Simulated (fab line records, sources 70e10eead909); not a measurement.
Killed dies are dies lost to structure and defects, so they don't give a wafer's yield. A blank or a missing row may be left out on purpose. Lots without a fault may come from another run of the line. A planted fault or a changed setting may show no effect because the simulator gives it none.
Chamber matching | flow nand_harc | NHARC_A_CONTACT_DESCUM_74 on rie_diel-01: 4 sister chambers
The step chemistry O2, time 3 s. 18 wafers are shown with their chamber, then 9 later ones without.

WAFERS WITH THEIR CHAMBER
wafer  | chamber | drypump_motor_current_A (A) | showerhead_plenum_p_Torr (Torr) | oes_product_au (a.u.)
L077.2 | 0       | 5.8                         | 2.07                            | 0.993
L077.3 | 3       | 5.0                         | 1.99                            | 0.981
L077.4 | 1       | 5.2                         | 2.05                            | 0.994
L074.3 | 0       | 5.9                         | 2.07                            | 0.988
L074.4 | 2       | 6.3                         | 2.02                            | 0.980
L074.6 | 3       | 5.1                         | 1.99                            | 0.976
L076.1 | 3       | 5.0                         | 1.99                            | 0.997
L076.2 | 0       | 5.9                         | 2.07                            | 0.999
L076.5 | 3       | 5.1                         | 1.99                            | 0.983
L080.1 | 1       | 5.2                         | 2.05                            | 0.999
L080.2 | 0       | 5.8                         | 2.07                            | 0.977
L080.3 | 2       | 6.4                         | 2.01                            | 0.978
L082.1 | 1       | 5.2                         | 2.04                            | 0.996
L082.3 | 0       | 5.8                         | 2.07                            | 0.991
L082.6 | 3       | 5.1                         | 1.98                            | 0.984
L086.1 | 3       | 5.1                         | 1.98                            | 0.973
L086.3 | 2       | 6.3                         | 2.01                            | 0.972
L086.5 | 0       | 5.8                         | 2.06                            | 0.987

SIGNATURES (means of the wafers above)
reading                  | chamber 0 | chamber 1 | chamber 2 | chamber 3 | scatter within a chamber
drypump_motor_current_A  | 5.833     | 5.200     | 6.333     | 5.067     | 0.0488
showerhead_plenum_p_Torr | 2.0683    | 2.0467    | 2.0133    | 1.9867    | 0.005
oes_product_au           | 0.98917   | 0.99633   | 0.97667   | 0.98233   | 0.00688
Rule: a wafer's distance from a chamber is the root of the sum, over the readings, of the square of ((its reading less the chamber's mean) divided by the reading's scatter). The wafer belongs to the nearest chamber; if the next one is less than 2 further off, it can't be placed. The scatter: the root of (the sum of the squares of (reading less its chamber's mean) over the shown wafers, divided by (wafers less chambers)).

WAFERS WITHOUT THEIR CHAMBER
wafer  | drypump_motor_current_A (A) | showerhead_plenum_p_Torr (Torr) | oes_product_au (a.u.)
L085.1 | 6.3                         | 2.01                            | 0.969
L085.2 | 5.8                         | 2.06                            | 0.990
L085.4 | 5.8                         | 2.06                            | 0.983
L095.2 | 5.8                         | 2.05                            | 0.971
L095.4 | 6.4                         | 2.00                            | 0.981
L095.6 | 5.1                         | 1.97                            | 0.998
L097.2 | 5.0                         | 1.97                            | 0.999
L097.3 | 5.8                         | 2.05                            | 0.976
L097.6 | 5.0                         | 1.97                            | 1.006

WHICH CHAMBER EACH WENT THROUGH
wafer  | from the rows above | in truth
L085.1 | 2                   | 2
L085.2 | 0                   | 0
L085.4 | 0                   | 0
L095.2 | 0                   | 0
L095.4 | 2                   | 2
L095.6 | 3                   | 3
L097.2 | 3                   | 3
L097.3 | 0                   | 0
L097.6 | 3                   | 3
Placed correctly: 9 of 9. Can't be placed from these rows: 0. Placed wrongly: 0.
